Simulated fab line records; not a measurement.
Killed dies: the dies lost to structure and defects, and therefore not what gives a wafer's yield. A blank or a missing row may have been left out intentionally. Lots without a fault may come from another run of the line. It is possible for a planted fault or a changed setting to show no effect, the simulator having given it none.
Struck lot and sound lot, side by side ; flow nandHarc ; 19 steps out of a route of 1302
Sound: these wafers, L429.1, L429.3, L429.4. Struck: wafers L433.2, L433.4, L433.6. The cause is given at the end.
Each step with rows lists, per side, the tool, then ch with its chambers, then its first start. Under that, the readings that differ: sound wafers ; struck wafers ; difference of the means ; sigmas: that difference in standard deviations of wafers without a fault.
alike: same words and numbers on both sides, and readings whose means sit less than 2 such deviations apart. not compared: any withheld reading, any reading some wafer has no value for, any bound like >300 that may hide the same value, and any number with overlapping values for which the record gives no deviation.
A row with sigmas, a row that says differs or no value, or rows on one side alone: a step with any of these is where the two part. Numbers that have no deviation but don't overlap get no sigmas and don't part them. A reading that every wafer of one side lacks parts them only if that side has two wafers or more.

NHARC_P_ZERO_WELL_CD_MEAS_37: target cd 720 nm.
  sound on cdSem-03 ch 0, day 2 19:58; struck on cdSem-03 ch 0, day 4 12:31
  alike: cdNm
then, 1 step without rows for these wafers: NHARC_P_ZERO_WELL_HARDBAKE_38 (time 80 s).
NHARC_P_ZERO_WELL_DESCUM_39: chemistry O2, time 3 s.
  sound on rieDiel-06 ch 0,1,2, day 2 20:08; struck on rieDiel-02 ch 0,1,3, day 4 12:40
  alike: drypumpMotorCurrentA, oesProductAu, rfVppV, showerheadPlenumPTorr, throttleValvePct
  not compared: rfHoursCounterH
then, 9 steps without rows for these wafers: NHARC_P_ZERO_WELL_IMPLANT_40; NHARC_P_ZERO_WELL_IMPLANT_59; NHARC_P_ZERO_WELL_IMPLANT_60; NHARC_P_ZERO_WELL_STRIP_41 (strips in SPM, time 840 s); NHARC_P_ZERO_WELL_DEHYDRATE_44 (time 120 s); NHARC_P_ZERO_WELL_HMDS_45 (time 30 s); NHARC_P_ZERO_WELL_COAT_46; NHARC_P_ZERO_WELL_SOFTBAKE_47 (time 95 s); NHARC_P_ZERO_WELL_EBR_48.
NHARC_P_ZERO_WELL_EXPOSE_49: exposes mask P HVPW, target cd 2000 nm.
  sound on krfScanner-03 ch 0, day 2 21:27; struck on krfScanner-04 ch 0, day 4 13:59
reading;sound;struck;difference;sigmas
mask;P_HVPW#0 P_HVPW#0 P_HVPW#0;P_HVPW_R1#0 P_HVPW_R1#0 P_HVPW_R1#0;differs;
then, 2 steps without rows for these wafers: NHARC_P_ZERO_WELL_PEB_50 (peb time 85 s); NHARC_P_ZERO_WELL_DEVELOP_51 (time 70 s).
NHARC_P_ZERO_WELL_CD_MEAS_52: target cd 2000 nm.
  sound on cdSem-03 ch 0, day 2 21:37; struck on cdSem-03 ch 0, day 4 14:08
reading;sound;struck;difference;sigmas
cdNm (nm);1997.8 2000.2 2000.6;1900.7 1906.7 1902.0;-96.4;-40
then, 1 step without rows for these wafers: NHARC_P_ZERO_WELL_HARDBAKE_53 (time 80 s).
NHARC_P_ZERO_WELL_DESCUM_54: chemistry O2, time 3 s.
  sound on rieDiel-06 ch 0,1,2, day 2 21:46; struck on rieDiel-06 ch 0,1, day 4 14:19
reading;sound;struck;difference;sigmas
model.P_ZERO_WELL.cdNm (nm);1997 2000 2000;1901 1906 1902;-96;
  alike: drypumpMotorCurrentA, oesProductAu, rfVppV, showerheadPlenumPTorr, throttleValvePct
  not compared: rfHoursCounterH
after that, 1 step had no rows for these wafers: NHARC_P_ZERO_WELL_IMPLANT_55.

## WHERE THEY PART
Last at NHARC_P_ZERO_WELL_CD_MEAS_52 as far as this record goes, first at NHARC_P_ZERO_WELL_EXPOSE_49. Later steps at which nothing parts them and some readings are alike: NHARC_P_ZERO_WELL_DESCUM_54.

WHY: what had been put in by the simulator
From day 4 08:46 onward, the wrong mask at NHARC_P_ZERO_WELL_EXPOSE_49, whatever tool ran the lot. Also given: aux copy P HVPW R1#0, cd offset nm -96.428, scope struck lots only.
